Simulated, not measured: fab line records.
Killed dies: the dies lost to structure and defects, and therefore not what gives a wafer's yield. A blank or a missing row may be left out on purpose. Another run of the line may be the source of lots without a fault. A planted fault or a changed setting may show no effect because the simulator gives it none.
Chamber matching | flow n5 finfet | N5_FIN_CUT_CUT_ETCH_15 on rie si-04 has 4 sister chambers
The step etches Si in HBr/Cl2/O2, target depth 100 nm, bt time 10 s, time 42.4 s. 4 wafers are shown with their chamber, then 8 later ones without.

== WAFERS PAIRED WITH THEIR CHAMBERS ==
wafer  | chamber | throttle valve pct (%)
L084.5 | 2       | 37.19
L086.2 | 0       | 37.39
L086.3 | 1       | 37.75
L089.1 | 3       | 37.10

== WAFERS WITHOUT THEIR CHAMBER ==
wafer  | throttle valve pct (%)
L089.3 | 37.41
L089.4 | 37.74
L095.1 | 37.09
L095.2 | 37.39
L095.3 | 37.75
L095.4 | 37.21
L095.5 | 37.09
L095.6 | 37.40

== CHAMBER TAKEN BY EACH ==
wafer  | from the rows above | in truth
L089.3 | 0                   | 0
L089.4 | 1                   | 1
L095.1 | 3                   | 3
L095.2 | 0                   | 0
L095.3 | 1                   | 1
L095.4 | 2                   | 2
L095.5 | 3                   | 3
L095.6 | 0                   | 0
Correctly placed: 8 of 8. Can't be placed from these rows: 0. Wrongly placed: 0.
How it was worked out, from the rows above alone: a wafer's distance from a chamber is the root of the sum, over the readings, of the square of ((its reading less the chamber's mean) divided by the reading's scatter). The wafer belongs to the nearest chamber; if the next one is less than 2 further off, it can't be placed. A chamber's mean is the mean of its shown wafers. The scatter: with one shown wafer a chamber, the root of the mean of the squares of how far each hidden wafer lies from its nearest shown one.
